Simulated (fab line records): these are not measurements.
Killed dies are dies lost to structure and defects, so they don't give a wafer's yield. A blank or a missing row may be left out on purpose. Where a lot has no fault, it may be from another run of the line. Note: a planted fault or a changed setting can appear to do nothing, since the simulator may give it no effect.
Chamber matching :: flow n5-finfet :: 3 sister chambers for N5_BEOL_M11_PECVD_70 on pecvd-03
The step deposits SiO2 from TEOS/O2, target thk 20 nm, time 22.7 s. 6 wafers are shown with their chamber, then 10 later ones without.

## WAFERS WITH THEIR CHAMBER
wafer: L085.6
chamber: 0
showerhead-plenum-p-Torr (Torr): 8.80
showerhead-vpp-V (V): 1252

wafer: L089.1
chamber: 1
showerhead-plenum-p-Torr (Torr): 8.89
showerhead-vpp-V (V): 1357

wafer: L089.2
chamber: 2
showerhead-plenum-p-Torr (Torr): 8.72
showerhead-vpp-V (V): 1291

wafer: L089.5
chamber: 2
showerhead-plenum-p-Torr (Torr): 8.70
showerhead-vpp-V (V): 1253

wafer: L091.2
chamber: 0
showerhead-plenum-p-Torr (Torr): 8.79
showerhead-vpp-V (V): 1254

wafer: L091.4
chamber: 1
showerhead-plenum-p-Torr (Torr): 8.91
showerhead-vpp-V (V): 1338

## WAFERS WITHOUT THEIR CHAMBER
wafer: L091.5
showerhead-plenum-p-Torr (Torr): 8.71
showerhead-vpp-V (V): 1288

wafer: L093.1
showerhead-plenum-p-Torr (Torr): 8.90
showerhead-vpp-V (V): 1336

wafer: L093.3
showerhead-plenum-p-Torr (Torr): 8.69
showerhead-vpp-V (V): 1264

wafer: L093.6
showerhead-plenum-p-Torr (Torr): 8.91
showerhead-vpp-V (V): 1348

wafer: L095.3
showerhead-plenum-p-Torr (Torr): 8.79
showerhead-vpp-V (V): 1266

wafer: L095.4
showerhead-plenum-p-Torr (Torr): 8.78
showerhead-vpp-V (V): 1259

wafer: L095.5
showerhead-plenum-p-Torr (Torr): 8.86
showerhead-vpp-V (V): 1360

wafer: L097.1
showerhead-plenum-p-Torr (Torr): 8.76
showerhead-vpp-V (V): 1272

wafer: L097.2
showerhead-plenum-p-Torr (Torr): 8.71
showerhead-vpp-V (V): 1280

wafer: L097.3
showerhead-plenum-p-Torr (Torr): 8.88
showerhead-vpp-V (V): 1361

## WHICH CHAMBER EACH ONE RAN IN
wafer: L091.5
from the rows above: 2
in truth: 2

wafer: L093.1
from the rows above: 1
in truth: 1

wafer: L093.3
from the rows above: 2
in truth: 2

wafer: L093.6
from the rows above: 1
in truth: 1

wafer: L095.3
from the rows above: 0
in truth: 0

wafer: L095.4
from the rows above: 0
in truth: 0

wafer: L095.5
from the rows above: 1
in truth: 1

wafer: L097.1
from the rows above: can't be placed: 0 or 2
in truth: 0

wafer: L097.2
from the rows above: 2
in truth: 2

wafer: L097.3
from the rows above: 1
in truth: 1
Correct placement for 9 of the 10. Can't be placed from these rows: 1 (the true chamber is among the candidates in 1). Wrongly placed: 0.
How it was worked out, from the rows above alone: a wafer's distance from a chamber is the root of the sum, over the readings, of the square of ((its reading less the chamber's mean) divided by the reading's scatter). The wafer belongs to the nearest chamber; if the next one is less than 2 further off, it can't be placed. Each chamber's mean is taken over the wafers shown for it. The scatter: the root of (the sum of the squares of (reading less its chamber's mean) over the shown wafers, divided by (wafers less chambers)).
